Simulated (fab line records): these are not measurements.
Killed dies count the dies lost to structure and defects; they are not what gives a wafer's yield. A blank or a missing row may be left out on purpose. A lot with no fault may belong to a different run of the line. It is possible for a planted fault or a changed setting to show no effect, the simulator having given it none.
Chamber matching :: flow n5_finfet :: rie_diel-02 running N5_BEOL_M6_STRIP_19: 4 sister chambers
The step strips in O2. 4 wafers are shown with their chamber, then 10 later ones without.

== WAFERS WITH THEIR CHAMBER ==
wafer: L083.4
chamber: 3
throttle_valve_pct (%): 16.36

wafer: L083.5
chamber: 0
throttle_valve_pct (%): 16.50

wafer: L085.3
chamber: 2
throttle_valve_pct (%): 16.33

wafer: L085.5
chamber: 1
throttle_valve_pct (%): 17.14

== WAFERS WITHOUT THEIR CHAMBER ==
wafer: L085.6
throttle_valve_pct (%): 16.36

wafer: L087.1
throttle_valve_pct (%): 17.15

wafer: L087.2
throttle_valve_pct (%): 16.36

wafer: L087.5
throttle_valve_pct (%): 17.16

wafer: L092.2
throttle_valve_pct (%): 16.52

wafer: L092.3
throttle_valve_pct (%): 16.37

wafer: L092.6
throttle_valve_pct (%): 16.38

wafer: L096.3
throttle_valve_pct (%): 16.41

wafer: L096.4
throttle_valve_pct (%): 16.74

wafer: L096.5
throttle_valve_pct (%): 16.78

== EACH ONE'S CHAMBER ==
wafer: L085.6
from the rows above: can't be placed: 3 or 2 or 0
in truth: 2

wafer: L087.1
from the rows above: 1
in truth: 1

wafer: L087.2
from the rows above: can't be placed: 3 or 2 or 0
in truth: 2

wafer: L087.5
from the rows above: 1
in truth: 1

wafer: L092.2
from the rows above: can't be placed: 0 or 3 or 2
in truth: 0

wafer: L092.3
from the rows above: can't be placed: 3 or 2 or 0
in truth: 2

wafer: L092.6
from the rows above: can't be placed: 3 or 2 or 0
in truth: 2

wafer: L096.3
from the rows above: can't be placed: 3 or 2 or 0
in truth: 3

wafer: L096.4
from the rows above: can't be placed: 0 or 3 or 1 or 2
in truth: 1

wafer: L096.5
from the rows above: can't be placed: 0 or 1 or 3 or 2
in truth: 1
Correct placement for 2 of the 10. These rows do not allow placing 8 (true chamber among the candidates in 8). Wrongly placed: 0.
How it was worked out, from the rows above alone: a wafer's distance from a chamber is the root of the sum, over the readings, of the square of ((its reading less the chamber's mean) divided by the reading's scatter). The wafer belongs to the nearest chamber; if the next one is less than 2 further off, it can't be placed. The mean given for a chamber averages the wafers shown for that chamber. The scatter: root of mean squared gap, hidden wafer to nearest shown wafer, with one shown wafer a chamber.
